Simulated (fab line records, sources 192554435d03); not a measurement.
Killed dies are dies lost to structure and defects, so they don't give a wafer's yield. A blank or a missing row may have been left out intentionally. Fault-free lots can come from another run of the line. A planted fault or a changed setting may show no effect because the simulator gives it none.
Matching of chambers :: flow n5 finfet :: N5_DUMMY_GATE_ETCH_32 on rie si-05: 4 sister chambers
The step etches SiO2 in CF4, target depth 3.5 nm, time 3.9 s. 22 wafers are shown with their chamber, then 11 later ones without.

== EACH WAFER AND ITS CHAMBER ==
wafer: L074.1
chamber: 2
throttle valve pct (%): 21.49
drypump motor current A (A): 5.1
oes product au (a.u.): 1.034

wafer: L074.5
chamber: 3
throttle valve pct (%): 22.31
drypump motor current A (A): 5.1
oes product au (a.u.): 0.997

wafer: L074.6
chamber: 2
throttle valve pct (%): 21.49
drypump motor current A (A): 5.1
oes product au (a.u.): 1.017

wafer: L076.1
chamber: 2
throttle valve pct (%): 21.50
drypump motor current A (A): 5.1
oes product au (a.u.): 1.026

wafer: L076.3
chamber: 1
throttle valve pct (%): 21.92
drypump motor current A (A): 5.9
oes product au (a.u.): 0.997

wafer: L076.6
chamber: 0
throttle valve pct (%): 21.61
drypump motor current A (A): 4.9
oes product au (a.u.): 0.999

wafer: L075.2
chamber: 2
throttle valve pct (%): 21.51
drypump motor current A (A): 5.1
oes product au (a.u.): 1.024

wafer: L075.4
chamber: 0
throttle valve pct (%): 21.62
drypump motor current A (A): 4.9
oes product au (a.u.): 1.012

wafer: L075.6
chamber: 0
throttle valve pct (%): 21.62
drypump motor current A (A): 4.9
oes product au (a.u.): 1.006

wafer: L080.1
chamber: 2
throttle valve pct (%): 21.49
drypump motor current A (A): 5.1
oes product au (a.u.): 1.023

wafer: L080.3
chamber: 0
throttle valve pct (%): 21.62
drypump motor current A (A): 4.9
oes product au (a.u.): 0.997

wafer: L080.6
chamber: 0
throttle valve pct (%): 21.59
drypump motor current A (A): 4.9
oes product au (a.u.): 0.990

wafer: L081.2
chamber: 1
throttle valve pct (%): 21.92
drypump motor current A (A): 5.9
oes product au (a.u.): 1.002

wafer: L081.3
chamber: 3
throttle valve pct (%): 22.34
drypump motor current A (A): 5.0
oes product au (a.u.): 0.976

wafer: L081.5
chamber: 2
throttle valve pct (%): 21.50
drypump motor current A (A): 5.0
oes product au (a.u.): 1.019

wafer: L082.1
chamber: 3
throttle valve pct (%): 22.33
drypump motor current A (A): 5.0
oes product au (a.u.): 0.977

wafer: L082.2
chamber: 1
throttle valve pct (%): 21.92
drypump motor current A (A): 5.9
oes product au (a.u.): 0.990

wafer: L082.4
chamber: 0
throttle valve pct (%): 21.60
drypump motor current A (A): 4.9
oes product au (a.u.): 0.995

wafer: L083.1
chamber: 1
throttle valve pct (%): 21.93
drypump motor current A (A): 5.9
oes product au (a.u.): 0.998

wafer: L083.2
chamber: 2
throttle valve pct (%): 21.51
drypump motor current A (A): 5.1
oes product au (a.u.): 1.027

wafer: L083.4
chamber: 0
throttle valve pct (%): 21.60
drypump motor current A (A): 4.9
oes product au (a.u.): 1.000

wafer: L084.1
chamber: 3
throttle valve pct (%): 22.33
drypump motor current A (A): 5.1
oes product au (a.u.): 0.995

SIGNATURES (means of the wafers above)
reading: throttle valve pct
chamber 0: 21.6086
chamber 1: 21.9225
chamber 2: 21.4986
chamber 3: 22.3275
scatter within a chamber: 0.0103

reading: drypump motor current A
chamber 0: 4.900
chamber 1: 5.900
chamber 2: 5.086
chamber 3: 5.050
scatter within a chamber: 0.0321

reading: oes product au
chamber 0: 0.99986
chamber 1: 0.99675
chamber 2: 1.02429
chamber 3: 0.98625
scatter within a chamber: 0.0073
Rule: a wafer lies at a distance from a chamber equal to the root of the sum of squares, over the readings, of (its reading less the chamber's mean, divided by the reading's scatter). The wafer belongs to the nearest chamber; if the next one is less than 2 further off, it can't be placed. The scatter is the square root of a quotient: the sum, over the shown wafers, of each reading's squared deviation from its chamber's mean, divided by wafers minus chambers.

== WAFERS MISSING THEIR CHAMBER ==
wafer: L084.2
throttle valve pct (%): 21.93
drypump motor current A (A): 5.9
oes product au (a.u.): 1.000

wafer: L084.6
throttle valve pct (%): 22.32
drypump motor current A (A): 5.1
oes product au (a.u.): 0.985

wafer: L086.1
throttle valve pct (%): 21.93
drypump motor current A (A): 5.9
oes product au (a.u.): 0.987

wafer: L086.3
throttle valve pct (%): 21.59
drypump motor current A (A): 4.9
oes product au (a.u.): 1.001

wafer: L086.6
throttle valve pct (%): 21.63
drypump motor current A (A): 4.9
oes product au (a.u.): 1.006

wafer: L092.3
throttle valve pct (%): 21.49
drypump motor current A (A): 5.1
oes product au (a.u.): 1.022

wafer: L092.4
throttle valve pct (%): 21.92
drypump motor current A (A): 5.9
oes product au (a.u.): 1.007

wafer: L092.6
throttle valve pct (%): 22.31
drypump motor current A (A): 5.1
oes product au (a.u.): 0.991

wafer: L095.2
throttle valve pct (%): 21.50
drypump motor current A (A): 5.1
oes product au (a.u.): 1.022

wafer: L095.3
throttle valve pct (%): 21.61
drypump motor current A (A): 4.9
oes product au (a.u.): 0.996

wafer: L095.4
throttle valve pct (%): 21.91
drypump motor current A (A): 5.9
oes product au (a.u.): 0.994

== CHAMBER TAKEN BY EACH ==
wafer: L084.2
from the rows above: 1
in truth: 1

wafer: L084.6
from the rows above: 3
in truth: 3

wafer: L086.1
from the rows above: 1
in truth: 1

wafer: L086.3
from the rows above: 0
in truth: 0

wafer: L086.6
from the rows above: 0
in truth: 0

wafer: L092.3
from the rows above: 2
in truth: 2

wafer: L092.4
from the rows above: 1
in truth: 1

wafer: L092.6
from the rows above: 3
in truth: 3

wafer: L095.2
from the rows above: 2
in truth: 2

wafer: L095.3
from the rows above: 0
in truth: 0

wafer: L095.4
from the rows above: 1
in truth: 1
Placed correctly: 11 of 11. Not placeable from these rows: 0. Placed wrongly: 0.
